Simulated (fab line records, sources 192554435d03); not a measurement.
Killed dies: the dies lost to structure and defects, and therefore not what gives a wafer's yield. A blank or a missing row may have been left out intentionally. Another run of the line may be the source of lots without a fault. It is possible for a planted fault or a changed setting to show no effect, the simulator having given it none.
fab line records	flow n5Finfet
record: lots: 4	wafers: 10	lastDay: 16
route steps=1938 shown BEOL_M8@1368 BEOL_M9@1401 BEOL_M15@1830 PASSIVATION@1936
lots that met no fault: from a run of the same line without faults
startH: hours from the record's opening day to when the first of the lot's shown wafers began	waitH: hours from the lot's prior step to this one	" repeats the value in the row above	L1.1+2: one row covering several wafers at once	- no value, or no start given	* or withheld: withheld	< > ~ a bound
route shown NAME@n: names a module that has steps shown in the file, with the first one's number in the route	usual: average and standard deviation across the fault-free wafers	same: alike in all rows	chamber/n: place in a boat	sites: readings site by site	_std_site: standard deviation of those values	_edge_site: outer sites' mean less inner sites'	radiusMm: how far each site lies from the wafer's centre	mask NAME#n: copy n	behind: the most recent tool/chamber to have shaped the wafer	hold: what put the lot on hold/how long, in hours/how the hold closed	device: the transistor (n, p or np) that didn't switch	end of line: tests run on the same wafers once the route is complete	a step without rows: its recipe alone	killed: the dies lost at the first sort to structure and to defects; this is not the yield of the wafer	map: a wafer's dies, x killed, . not, _ none there
set.NAME: the setting that was run; set.NAME@STEP: the one run at that earlier step	model.NAME: the simulator's own value behind a step, which no gauge read
lots seen at some steps along the route; tables by step, rows by wafer
services: the hour from which a tool's chamber was out of use, counted from the record's first day as startH (under 0 if before that day), plus the number of hours and why
== steps ==
step: N5_BEOL_M8_DESCUM_33
recipe: chemistry: O2	timeS: 7	sourcePowerW: 50	biasPowerW: 20	pressureMtorr: 20	rfFrequencyHz: 2.712e+07	tempC: 40	resist: CAR-EUV	o2FlowSccm: 225
step: N5_BEOL_M8_ETCH_72
recipe: chemistry: N2/H2	target: underlayer	targetDepthA: 65	maskMaterial: CAR-EUV	timeS: 5.2	ionEnergyEv: 200	pressureMtorr: 30	sourceW: 840	biasW: 150	n2FlowSccm: 200	h2FlowSccm: 200	ends: cleared
step: N5_BEOL_M8_ETCH_65
recipe: chemistry: CF4	target: SiARC	targetDepthA: 156	maskMaterial: CAR-EUV	timeS: 26	ionEnergyEv: 80	pressureMtorr: 40	sourceW: 545	biasW: 36	Ar_flow_sccm: 100	cf4FlowSccm: 100	ends: cleared
step: N5_BEOL_M8_ETCH_66
recipe: chemistry: N2/H2	target: SOC	targetDepthA: 800	overetchA: 160	maskMaterial: SiARC	tempC: 40	timeS: 120	ionEnergyEv: 200	pressureMtorr: 30	sourceW: 840	biasW: 150	n2FlowSccm: 200	h2FlowSccm: 200
step: N5_BEOL_M8_STRIP_69
recipe: chemistry: N2/H2	tempC: 40	n2FlowSccm: 200	h2FlowSccm: 200	rfFrequencyHz: 6e+07
step: N5_BEOL_M8_STRIP_73
recipe: chemistry: N2/H2	tempC: 40	n2FlowSccm: 200	h2FlowSccm: 200	rfFrequencyHz: 6e+07
step: N5_BEOL_M8_VIA_ETCH_34
recipe: chemistry: C4F6/O2	target: SiCOH_lowk	targetDepthA: 1255	maskMaterial: SOC	taperDeg: 4	timeS: 50.5	ionEnergyEv: 250	pressureMtorr: 30	sourceW: 345	biasW: 185	Ar_flow_sccm: 300	C4F6_flow_sccm: 10	O2_flow_sccm: 10
step: N5_BEOL_M8_STRIP_76
recipe: chemistry: C4F6/O2	resist: SiARC	rfFrequencyHz: 6e+07
step: N5_BEOL_M8_STRIP_36
recipe: chemistry: N2/H2	powerW: 450	tempC: 40	pressureMtorr: 20	rfFrequencyHz: 6e+07	overashFraction: 0.3	biasPowerW: 7	h2Frac: 0.5	n2FlowSccm: 200	h2FlowSccm: 200
step: N5_BEOL_M8_TRENCH_ETCH_37
recipe: chemistry: C4F6/O2	targetDepthA: 934.78	target: SiCOH_lowk	timeS: 31.2	ionEnergyEv: 250	pressureMtorr: 30	sourceW: 345	biasW: 185	Ar_flow_sccm: 300	C4F6_flow_sccm: 10	O2_flow_sccm: 10
usual: drypumpMotorCurrentA: 5.7/0.71	oesProductAu: 0.83/0.065	rfVppV: 664/12	showerheadPlenumPTorr: 2.82/0.11	throttleValvePct: 20.92/0.23
lot.wafer	tool	chamber	startH	waitH	drypumpMotorCurrentA	oesProductAu	rfHoursCounterH	rfVppV	showerheadPlenumPTorr	throttleValvePct	model.BEOL_M8.featureDepthNm	model.etch.depthNm	model.TiN_of_BEOL_M8_HM_DEP_02.thkNm
L718.2	rieDiel-06	3	237.67	-	6.7	0.91	31	657	2.77	20.86	92	92.03	17.2
L718.3	"	1	"	"	4.8	0.80	114	673	2.75	20.95	93.6	93.52	17.4
L718.5	"	3	"	"	6.7	0.90	-	658	2.77	20.86	91.2	91.17	17.6
L725.5	rieDiel-06	1	275.31	-	4.9	0.79	-	673	2.74	20.97	94.6	94.65	17
L725.6	"	3	"	"	6.7	1.15	-	657	2.77	20.96	134.8	134.9	16.2
L724.3	rieDiel-06	3	281.73	-	6.7	1.13	46	656	2.77	20.96	132.8	132.7	17
L724.6	"	3	"	"	6.7	1.13	-	656	2.77	20.97	134	133.9	16.8
L729.4	rieDiel-03	3	302.76	-	6.5	0.84	68	685	3.02	20.84	96.2	96.29	17.6
L729.5	"	1	"	"	6.6	0.93	-	652	3.04	20.92	92.6	92.61	17.2
L729.6	"	2	"	"	4.8	0.83	-	678	2.75	20.46	93.2	93.22	17.4
step: N5_BEOL_M8_ETCH_41
recipe: chemistry: CH3F/O2	target: SiCN	targetDepthA: 319	taperDeg: 2	timeS: 57.8	ionEnergyEv: 120	maskMaterial: TiN	pressureMtorr: 30	sourceW: 395	biasW: 75	Ar_flow_sccm: 150	CH3F_flow_sccm: 30	O2_flow_sccm: 20
step: N5_BEOL_M8_STRIP_80
recipe: chemistry: N2/H2	timeS: 10	powerW: 450	tempC: 40	pressureMtorr: 20	rfFrequencyHz: 6e+07	biasPowerW: 7	n2FlowSccm: 200	h2FlowSccm: 200
step: N5_BEOL_M8_OCD_MEAS_38
usual: trenchDepthNm: 93.5/1.7
lot.wafer	tool	chamber	startH	waitH	trenchDepthNm
L718.2	ocd-01	-	237.82	-	92.6
L718.3	"	-	"	"	93.6
L718.5	"	-	"	"	91.3
L725.5	ocd-02	-	275.46	-	94.7
L725.6	"	-	"	"	135.0
L724.3	ocd-01	-	281.89	-	132.8
L724.6	"	-	"	"	133.5
L729.4	ocd-01	-	302.93	-	96.1
L729.5	"	-	"	"	92.6
L729.6	"	-	"	"	93.4
step: N5_BEOL_M8_HM_STRIP_39
recipe: chemistry: peroxideTinStrip	material: TiN	targetDepthA: 250	tempC: 50	timeS: 158
step: N5_BEOL_M8_SRD_40
recipe: timeS: 30	tempC: 23	rinseLiquid: diw	dry: ipaMarangoni
step: N5_BEOL_M8_PRECLEAN_42
recipe: chemistry: residueRemover	timeS: 60	tempC: 40
step: N5_BEOL_M8_SRD_43
recipe: timeS: 30	tempC: 23	rinseLiquid: diw	dry: ipaMarangoni
step: N5_BEOL_M8_CURE_75
recipe: tempC: 370	timeS: 120	ambient: DMADMS/He	material: SiCOH_lowk
step: N5_BEOL_M8_DEGAS_44
recipe: ambient: vacuum	tempC: 250	timeS: 60
step: N5_BEOL_M8_PRE_CLEAN_45
recipe: gas: H2/He	timeS: 30	tempC: 250
step: N5_BEOL_M8_ALD_77
recipe: material: TaN	targetThkA: 20	tempC: 275	aldPrecursorFamily: PDMAT	aldCoReactant: NH3	pressureTorr: 3	carrierFlowSccm: 1500	pulseTimeS: 2	purgeTimeS: 3	coReactantPurgeTimeS: 2	coReactantPulseTimeS: 3	aldCycles: 40	precursorVesselTempC: 75	precursorVesselPressureTorr: 26.25	precursorVesselCarrierSccm: 1000
step: N5_BEOL_M8_SURFACE_TREAT_79
recipe: gas: Ar	timeS: *	ionEnergyEv: *	ionCurrentMaCm2: 0.5	pressureMtorr: *	arFlowSccm: 30
step: N5_BEOL_M8_CVD_78
recipe: material: Co	targetThkA: 20	tempC: withheld	precursor: CCTBA/H2	pressureTorr: 30	timeS: 142.3
step: N5_BEOL_M8_SPUTTER_48
recipe: material: Cu	targetThkA: 100	tempC: -20	biasV: 60	powerW: 26000	chamberPressurePa: 0.13	timeS: 1.667
step: N5_BEOL_M8_ECD_50
recipe: material: Cu	targetThkA: 3000
step: N5_BEOL_M8_ANNEAL_51
recipe: tempC: 225	timeS: 90	ambient: N2
step: N5_BEOL_M8_CMP_52
recipe: stopOn: SiCOH_lowk	tOverpolishS: 6.9	downForcePsi: 1	platenRpm: 50	clearingPlatenDownForcePsi: 1.5	clearingPlatenRpm: 50	postCmpClean: cuAlkaline	targetThkNm: 80	clearingPlatenPadVelocityMS: 0.99484	padVelocityMS: 0.99484
usual: clearingPlatenRpm: 50.003/0.025	motorCurrentA: 6.0/0.83
lot.wafer	tool	chamber	startH	waitH	clearingPlatenRpm	motorCurrentA	model.Cu_of_BEOL_M8_ECD_50.thkNm
L718.2	cmp-01	3	239.98	0.3	49.974	6.6	80
L718.3	"	0	"	"	49.958	5.1	78.4
L718.5	"	1	"	"	50.015	6.9	77.6
L725.5	cmp-04	3	277.89	0.2	50.006	4.7	80.2
L725.6	"	0	"	"	50.008	5.2	121.2
L724.3	cmp-01	1	285.93	0.3	50.032	6.5	119.4
L724.6	"	3	"	"	49.963	6.3	121.2
L729.4	cmp-04	3	305.04	0.2	49.988	4.5	83.2
L729.5	"	1	"	"	49.996	6.8	79
L729.6	"	2	"	"	49.989	6.4	80.8
step: N5_BEOL_M8_THK_MEAS_53
recipe: thkMeasGauge: xrf	reads: Cu_of_BEOL_M8_ECD_50
usual: M8_THK: 79.7/2
lot.wafer	tool	chamber	startH	waitH	M8_THK[nm]
L718.2	filmMetro-01	-	240.20	-	79.3
L718.3	"	-	"	"	78.0
L718.5	"	-	"	"	76.9
L725.5	filmMetro-01	-	278.03	-	79.0
L725.6	"	-	"	"	119.5
L724.3	filmMetro-02	-	286.11	-	119.8
L724.6	"	-	"	"	121.4
L729.4	filmMetro-02	-	305.26	-	83.4
L729.5	"	-	"	"	79.4
L729.6	"	-	"	"	80.8
step: N5_BEOL_M8_PRE_CLEAN_55
recipe: gas: NH3	timeS: 15	tempC: withheld	rfPowerW: 300
step: N5_BEOL_M8_DEP_56
recipe: material: SiCN	targetThkA: 100	tempC: withheld	precursor: 3MS/NH3	pressureTorr: 3	rfW: 202	timeS: 17.5
step: N5_BEOL_M8_RS_MEAS_57
recipe: thkMeasGauge: four-point-probe	reads: Cu_of_BEOL_M8_ECD_50+Co_of_BEOL_M8_CVD_78+TaN_of_BEOL_M8_ALD_77
usual: M8_RS: 0.286/0.0077
lot.wafer	tool	chamber	startH	waitH	M8_RS[ohm/sq]
L718.2	filmMetro-01	-	240.33	0.1	0.286
L718.3	"	-	"	"	0.292
L718.5	"	-	"	"	0.295
L725.5	filmMetro-02	-	278.16	0.0	0.286
L725.6	"	-	"	"	0.178
L724.3	filmMetro-02	-	286.24	0.1	0.181
L724.6	"	-	"	"	0.178
L729.4	filmMetro-02	-	305.42	0.1	0.273
L729.5	"	-	"	"	0.291
L729.6	"	-	"	"	0.283
step: N5_BEOL_M9_ILD_DEP_00
recipe: material: SiCOH_lowk	targetThkA: 3085.1	tempC: 300	precursor: DEMS/porogen	pressureTorr: 5	rfW: 500	timeS: 58
step: N5_BEOL_M9_CURE_71
recipe: tempC: 385	timeS: 240	ambient: He/Ar	material: SiCOH_lowk
step: N5_BEOL_M9_PECVD_70
recipe: material: SiO2	targetThkA: 200	tempC: 400	precursor: TEOS/O2	pressureTorr: 5.5	rfW: 450	teosFlowSccm: 53.8	gas: O2	flowSccm: 3000	timeS: 22.7
step: N5_BEOL_M9_HM_DEP_02
recipe: material: TiN	targetThkA: 200	tempC: 25	chamberPressurePa: 0.49996
step: N5_BEOL_M9_COAT_59
recipe: resist: SOC	tempC: 250	timeS: 60	spinRpm: 1500	resistThkNm: 100
step: N5_BEOL_M15_RC_MEAS_101
usual: COMB_M10: 1.5e-11/3.2e-12	COMB_M11: 1.5e-11/3.4e-12	COMB_M11_max_site: 2.1e-11/5.4e-12	COMB_M12: 6.7e-12/1.7e-12	COMB_M13: 5e-12/1.7e-12	COMB_M13_max_site: 7.1e-12/2.2e-12	COMB_M14: 3.6e-12/1.5e-12	COMB_M15: 2.7e-12/1.2e-12	COMB_M15_max_site: 3.7e-12/1.4e-12	COMB_M5: 3.6e-11/7.4e-12	COMB_M6: 2.6e-11/5.6e-12	COMB_M7: 2.6e-11/5.3e-12	COMB_M9: 1.5e-11/3.3e-12	SERP_M10: 3.07/0.086	SERP_M11: 3.12/0.089	SERP_M12: 0.639/0.018	SERP_M13: 0.311/0.0074	SERP_M14: 0.161/0.0042	SERP_M5: 39.3/1.6	SERP_M6: 13.8/0.53	SERP_M7: 14.0/0.6	SERP_M8: 13.8/0.55	SERP_M8_max_site: 14.4/0.59	SERP_M9: 3.11/0.072
lot.wafer	tool	chamber	startH	waitH	COMB_M10[S/m]	COMB_M11[S/m]	COMB_M11_max_site[S/m]	COMB_M12[S/m]	COMB_M13[S/m]	COMB_M13_max_site[S/m]	COMB_M14[S/m]	COMB_M15[S/m]	COMB_M15_max_site[S/m]	COMB_M5[S/m]	COMB_M6[S/m]	COMB_M7[S/m]	COMB_M9[S/m]	SERP_M10[ohm/um]	SERP_M11[ohm/um]	SERP_M12[ohm/um]	SERP_M13[ohm/um]	SERP_M14[ohm/um]	SERP_M5[ohm/um]	SERP_M6[ohm/um]	SERP_M7[ohm/um]	SERP_M8[ohm/um]	SERP_M8_max_site[ohm/um]	SERP_M9[ohm/um]
L718.2	prober-02	0	295.89	0.2	1.2e-11	1.1e-11	1.4e-11	5.9e-12	1.8e-12	2.9e-12	1.6e-12	1.1e-12	3.1e-12	2.9e-11	2.4e-11	2.9e-11	1.2e-11	3.06	3.10	0.616	0.317	0.160	37.4	13.9	14.0	13.9	14.4	3.11
L718.3	"	0	"	"	1.1e-11	1.3e-11	2.3e-11	6e-12	2.8e-12	4.1e-12	2e-12	5e-13	1.2e-12	3.4e-11	2.7e-11	1.9e-11	1.2e-11	3.01	3.13	0.644	0.306	0.155	38.7	13.9	14.3	13.5	14.2	3.14
L718.5	"	0	"	"	1.3e-11	1e-11	1.5e-11	6.3e-12	2.7e-12	3.4e-12	2e-12	1.8e-12	2.6e-12	3.6e-11	3.3e-11	3.3e-11	1.5e-11	3.05	3.04	0.625	0.310	0.155	41.0	13.5	13.3	13.9	14.2	3.15
L725.5	prober-01	0	333.03	0.6	1.2e-11	1.9e-11	2.4e-11	6.5e-12	6e-12	9e-12	3.8e-12	3.3e-12	5.1e-12	4.6e-11	1.9e-11	2.8e-11	1.3e-11	3.05	2.99	0.640	0.331	0.153	37.5	13.2	14.3	14.0	14.4	3.13
L725.6	"	0	"	"	1.6e-11	1.7e-11	2.2e-11	6.7e-12	7.4e-12	1.28e-11	4.3e-12	3.5e-12	4e-12	4.4e-11	1.7e-11	2.3e-11	1.5e-11	2.96	3.06	0.622	0.308	0.162	39.5	13.3	13.4	8.3	8.5	2.95
L724.3	prober-01	0	338.77	0.3	1.9e-11	1.6e-11	1.9e-11	1.04e-11	5.4e-12	8.2e-12	5.6e-12	3.2e-12	4.2e-12	2.3e-11	2.6e-11	2.5e-11	2.1e-11	3.18	3.12	0.656	0.313	0.164	39.7	14.5	14.1	8.6	9.3	3.22
L724.6	"	0	"	"	1.5e-11	1.2e-11	1.6e-11	8.7e-12	7e-12	7.5e-12	4.8e-12	3.9e-12	5.4e-12	3.2e-11	3.3e-11	2.8e-11	1.6e-11	3.13	3.16	0.648	0.303	0.163	38.7	14.7	14.7	8.9	9.1	3.02
L729.4	prober-01	0	361.15	0.5	1.7e-11	1.6e-11	2.4e-11	8.7e-12	6.2e-12	8e-12	5.7e-12	3.2e-12	4.5e-12	3.9e-11	2.7e-11	2e-11	1.6e-11	3.17	3.12	0.634	0.307	0.157	41.1	12.8	13.5	13.4	13.6	3.09
L729.5	"	0	"	"	1.7e-11	1.5e-11	2.1e-11	9.8e-12	5.6e-12	8.1e-12	5.9e-12	4.4e-12	5.4e-12	2.8e-11	2.8e-11	2.4e-11	1.7e-11	3.22	3.00	0.626	0.320	0.155	40.1	13.4	13.1	13.8	14.7	3.12
L729.6	"	0	"	"	1.7e-11	1.5e-11	2e-11	9.1e-12	6.1e-12	8.4e-12	4.9e-12	3.9e-12	6.2e-12	3.6e-11	3.1e-11	3.3e-11	1.7e-11	3.09	3.05	0.616	0.304	0.155	40.3	13.3	14.0	13.7	14.8	3.03
sites SERP_M8 radiusMm=0,75,75,75,75,140,140,140,140
L718.2 13.4 13.9 13.8 13.3 14.1 14.1 13.8 14.2 14.4
L725.5 14.0 14.1 14.4 13.9 14.1 14.0 14.2 13.8 13.7
L724.3 8.3 8.4 8.6 8.6 8.4 8.6 8.6 8.7 9.3
L729.4 13.5 13.4 13.6 13.0 13.4 13.5 13.2 12.7 13.6
step: N5_PASSIVATION_PROBE_49
usual: defectLimitedYield: 91.0/1.3	killed_at_M0_to_M3: 36/9.5	killed_at_M4_up: 14/5.6	killedAtContacts: 12/6.4	killedAtFrontEnd: 40/10	killedAtOther: 3.2/3	killedDies: 107/15	killedOpen: 69/12	killedShort: 35/7.7	sort_bin_5_function: 5.3/0.91	sort_bin_6_memory: 3.3/0.65	sortNPass: 1073/15	sortYieldPct: 91.0/1.3
same: grossDies: 1180	killedAtBackSide: 0	sort_bin_4_leakage[%]: 0	sort_bin_8_speed[%]: 0
lot.wafer	tool	chamber	startH	waitH	defectLimitedYield[%]	killed_at_M0_to_M3	killed_at_M4_up	killedAtContacts	killedAtFrontEnd	killedAtOther	killedDies	killedOpen	killedShort	sort_bin_5_function[%]	sort_bin_6_memory[%]	sortNPass	sortYieldPct[%]
L725.5	prober-02	-	347.54	0.2	92.3	30	9	6	34	12	91	48	37	3.5	3.6	1089	92.3
L725.6	prober-02	-	347.59	0.3	91.3	29	15	6	47	6	103	62	39	5.3	3.2	1077	91.3
L729.5	prober-01	-	382.11	0.2	91.2	44	15	21	22	2	104	73	31	5.1	3.6	1076	91.2
L729.6	prober-01	-	382.16	0.3	90.4	42	16	14	28	13	113	76	35	5.4	3.6	1067	90.4
killed by level:class
L725.5 BEOL_M0_SAQP:geometricParticle:short=10 BEOL_M0_SAQP:geometricParticle:open=9 PAD_METAL:geometricParticle:short=8 MOL_CONTACT_COAG:geometricParticle:open=6 FIN_SAQP:geometricParticle:short=6 STI_FIN_REVEAL:geometricParticle:open=6 HKMG_FIN:areaEtch=6 BEOL_M2:geometricParticle:open=5
L725.6 BEOL_M2:geometricParticle:open=8 FIN_SAQP:geometricParticle:short=7 STI_FIN_REVEAL:geometricParticle:open=7 BEOL_M0_SAQP:geometricParticle:short=7 BEOL_M3:geometricParticle:open=6 FIN_SAQP:geometricParticle:open=5 MOL_CONTACT_COAG:geometricParticle:open=5 BEOL_M4:geometricParticle:open=5
L729.5 MOL_CONTACT_COAG:geometricParticle:open=15 BEOL_M0_SAQP:geometricParticle:short=11 FIN_SAQP:geometricParticle:open=10 BEOL_M1:geometricParticle:open=7 MOL_CONTACT_COAG:geometricParticle:short=6 BEOL_M5:geometricParticle:open=6 BEOL_M3:geometricParticle:open=5 BEOL_M0:geometricParticle:open=5
L729.6 MOL_CONTACT_COAG:geometricParticle:open=13 FIN_SAQP:geometricParticle:open=11 BEOL_M0_SAQP:geometricParticle:short=11 BEOL_M1:geometricParticle:open=9 GATE_CUT:geometricParticle:short=6 PAD_METAL:geometricParticle:open=5 BEOL_M0_SAQP:geometricParticle:open=5 BEOL_M5:geometricParticle:open=5
== services ==
tool	chamber	startH	hours	kind
cmp-01	-	224.07	4.0	pm
cmp-01	-	228.07	-	consumableReplace:conditioner
cmp-01	-	228.07	-	consumableReplace:pad
cmp-04	-	233.51	0.4	repair
cmp-04	-	239.57	4.0	pm
rieDiel-03	1	241.09	-	clean
rieDiel-03	1	241.09	-	consumableReplace:focusRing
rieDiel-03	1	241.09	-	consumableReplace:showerhead
rieDiel-03	1	241.09	30.5	scheduledDown
rieDiel-03	1	241.09	30.5	ventCycle
rieDiel-06	2	243.08	8.3	repair
cmp-04	-	243.57	-	consumableReplace:conditioner
cmp-04	-	243.57	-	consumableReplace:pad
cmp-04	-	265.77	0.9	repair
rieDiel-06	2	268.31	-	clean
rieDiel-06	2	268.31	-	consumableReplace:focusRing
rieDiel-06	2	268.31	-	consumableReplace:showerhead
rieDiel-06	2	268.31	28.1	scheduledDown
rieDiel-06	2	268.31	28.1	ventCycle
== key ==
firstSign: step: N5_BEOL_M8_TRENCH_ETCH_37	reading: oesProductAu	direction: up	sigmas: 4.7	usual: 0.83	struck: 1.13
effect: step: N5_BEOL_M8_OCD_MEAS_38	reading: trenchDepthNm	direction: up	sigmas: 24	usual: 93.5	struck: 133.8
effect: step: N5_BEOL_M8_THK_MEAS_53	reading: M8_THK	direction: up	sigmas: 20	usual: 79.7	struck: 120.2
effect: step: N5_BEOL_M8_RS_MEAS_57	reading: M8_RS	direction: down	sigmas: 14	usual: 0.286	struck: 0.179
effect: step: N5_BEOL_M15_RC_MEAS_101	reading: SERP_M8	direction: down	sigmas: 9.4	usual: 13.8	struck: 8.6
modelEffect: step: N5_BEOL_M8_TRENCH_ETCH_37	value: BEOL_M8.featureDepthNm	without: 92.33	struck: 133.9
modelEffect: step: N5_BEOL_M8_CMP_52	value: Cu_of_BEOL_M8_ECD_50.thkNm	without: 79.07	struck: 120.6
metAt N5_BEOL_M8_TRENCH_ETCH_37
struckWafers L724.3,L724.6,L725.6
onsetBetween 237.67 275.31
fault: kind: processParameterDrift	tool: rieDiel-06	chamber: -	onsetH: 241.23	steps: N5_BEOL_M8_TRENCH_ETCH_37	channel: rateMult	offset: 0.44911	shape: step	endH: 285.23	scope: struckWafersOnly
